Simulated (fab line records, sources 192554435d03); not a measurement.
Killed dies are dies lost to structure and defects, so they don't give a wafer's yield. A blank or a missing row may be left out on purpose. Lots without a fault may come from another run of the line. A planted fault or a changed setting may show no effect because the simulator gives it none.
Chamber matching | flow n5_finfet | N5_FIN_SAQP_MANDREL_ETCH_58 on rie_si-04: 4 sister chambers
The step etches a-Si in HBr/Cl2, stops on SiNx, target depth 45 nm, bt time 10 s, time 27 s. 18 wafers are shown with their chamber, then 9 later ones without.

WAFERS WITH THEIR CHAMBER
wafer  | chamber | drypump_motor_current_A (A) | throttle_valve_pct (%) | oes_product_au (a.u.)
L075.3 | 3       | 5.5                         | 35.71                  | 0.702
L075.4 | 1       | 4.8                         | 35.91                  | 0.683
L075.6 | 1       | 4.8                         | 35.89                  | 0.690
L076.1 | 1       | 4.8                         | 35.91                  | 0.676
L076.2 | 0       | 5.8                         | 35.39                  | 0.699
L076.3 | 2       | 4.8                         | 35.04                  | 0.678
L076.4 | 3       | 5.5                         | 35.72                  | 0.704
L076.5 | 2       | 4.8                         | 35.05                  | 0.679
L076.6 | 1       | 4.9                         | 35.93                  | 0.685
L079.3 | 1       | 4.8                         | 35.91                  | 0.681
L079.5 | 0       | 5.8                         | 35.38                  | 0.712
L079.6 | 3       | 5.5                         | 35.70                  | 0.706
L084.1 | 2       | 4.8                         | 35.04                  | 0.678
L084.3 | 1       | 4.8                         | 35.91                  | 0.684
L084.5 | 0       | 5.8                         | 35.35                  | 0.715
L086.2 | 1       | 4.9                         | 35.92                  | 0.673
L086.4 | 2       | 4.8                         | 35.04                  | 0.685
L086.5 | 3       | 5.5                         | 35.71                  | 0.694

SIGNATURES (means of the wafers above)
reading                 | chamber 0 | chamber 1 | chamber 2 | chamber 3 | scatter within a chamber
drypump_motor_current_A | 5.800     | 4.829     | 4.800     | 5.500     | 0.0319
throttle_valve_pct      | 35.3733   | 35.9114   | 35.0425   | 35.7100   | 0.012
oes_product_au          | 0.70867   | 0.68171   | 0.68000   | 0.70150   | 0.00571
Rule: a wafer's distance from a chamber is the root of the sum, over the readings, of the square of ((its reading less the chamber's mean) divided by the reading's scatter). The wafer belongs to the nearest chamber; if the next one is less than 2 further off, it can't be placed. The scatter: the root of (the sum of the squares of (reading less its chamber's mean) over the shown wafers, divided by (wafers less chambers)).

WAFERS WITHOUT THEIR CHAMBER
wafer  | drypump_motor_current_A (A) | throttle_valve_pct (%) | oes_product_au (a.u.)
L089.1 | 5.5                         | 35.71                  | 0.710
L089.4 | 4.8                         | 35.03                  | 0.680
L089.6 | 4.8                         | 35.90                  | 0.688
L092.4 | 4.8                         | 35.90                  | 0.691
L092.5 | 5.5                         | 35.72                  | 0.703
L092.6 | 5.8                         | 35.36                  | 0.718
L093.1 | 4.8                         | 35.88                  | 0.687
L093.2 | 5.5                         | 35.70                  | 0.702
L093.6 | 4.8                         | 35.02                  | 0.685

WHICH CHAMBER EACH WENT THROUGH
wafer  | from the rows above | in truth
L089.1 | 3                   | 3
L089.4 | 2                   | 2
L089.6 | 1                   | 1
L092.4 | 1                   | 1
L092.5 | 3                   | 3
L092.6 | 0                   | 0
L093.1 | 1                   | 1
L093.2 | 3                   | 3
L093.6 | 2                   | 2
Placed correctly: 9 of 9. Can't be placed from these rows: 0. Placed wrongly: 0.
